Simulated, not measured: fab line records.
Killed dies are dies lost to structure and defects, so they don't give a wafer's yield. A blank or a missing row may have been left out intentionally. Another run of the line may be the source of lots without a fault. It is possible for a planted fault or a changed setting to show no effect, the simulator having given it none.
2 desks looking at one fault / flow nand-harc / what lay behind the numbers comes last; until then each desk has only its own

== FROM THE METROLOGY DESK ==
Lot by lot, what the gauges showed, no matter which tool ran the lot: averages of those sampled wafers that carry a number. The brackets show how far a lot's mean lies from the usual mean; more than 4 standard deviations puts the lot out of limits, marked OUT.
Columns: A = cd-nm at NHARC_A_M0_CD_MEAS_09, usual 80.1 nm; B = thk-nm at NHARC_A_M0_THK_MEAS_24, usual 113.4 nm
lot=L347; first seen here=day 17 16:54; A=80.3; B=112.8
lot=L350; first seen here=day 17 21:13; A=79.8; B=113.9
lot=L349; first seen here=day 17 22:31; A=79.8; B=115.0
lot=L346; first seen here=day 17 23:44; A=79.7; B=116.1
lot=L351; first seen here=day 18 02:11; A=80.1; B=112.9
lot=L348; first seen here=day 18 05:08; A=80.5; B=112.3
lot=L356; first seen here=day 20 02:11; A=80.7; B=113.7
lot=L361; first seen here=day 20 22:49; A=79.7; B=113.5
lot=L359; first seen here=day 21 02:04; A=80.2; B=113.0
lot=L364; first seen here=day 22 04:17; A=80.5; B=111.1
lot=L365; first seen here=day 22 04:37; A=79.6; B=113.6
lot=L368; first seen here=day 22 18:40; A=80.0; B=114.5
lot=L367; first seen here=day 23 04:02; A=80.4; B=113.5
This desk found nothing out of limits on any of the 13 lots.

== THE TOOL OWNER'S DESK: ald-hk-01 ==
The tool's own readings at NHARC_A_STAIRCASE_ALD_420 (deposits SiO2, target thk 20 nm, pulse time 6 s, ald cycles 200): means of the sampled wafers that have a number, for each lot that ran on this tool. The brackets show how far a lot's mean lies from the usual mean; more than 4 standard deviations puts the lot out of limits, marked OUT.
Columns: A = heater-power-outer-w at NHARC_A_STAIRCASE_ALD_420, usual 262 W; B = heater-power-w at NHARC_A_STAIRCASE_ALD_420, usual 471 W; C = precursor-pulse-height-rel at NHARC_A_STAIRCASE_ALD_420, usual 1.000; D = susceptor-temp-C at NHARC_A_STAIRCASE_ALD_420, usual 300.00 C
lot=L347; first seen here=day 12 15:19; A=254; B=449; C=1.005; D=299.99
lot=L346; first seen here=day 12 19:34; A=249; B=450; C=0.984; D=299.81
lot=L351; first seen here=day 13 00:23; A=256; B=452; C=1.006; D=300.20
lot=L348; first seen here=day 13 03:34; A=251; B=443; C=1.006; D=300.13
lot=L356; first seen here=day 14 13:50; A=253; B=452; C=0.993; D=299.94
lot=L365; first seen here=day 16 19:46; A=250; B=467; C=1.012; D=299.81
lot=L368; first seen here=day 17 12:37; A=254; B=456; C=1.014; D=299.94
This desk found nothing out of limits on any of the 7 lots.

== ALL TOGETHER ==
At the metrology desk, nothing out of limits was observed.
The desk of the tool owner found nothing out of limits.

== WHAT WAS PUT IN BY THE SIMULATOR ==
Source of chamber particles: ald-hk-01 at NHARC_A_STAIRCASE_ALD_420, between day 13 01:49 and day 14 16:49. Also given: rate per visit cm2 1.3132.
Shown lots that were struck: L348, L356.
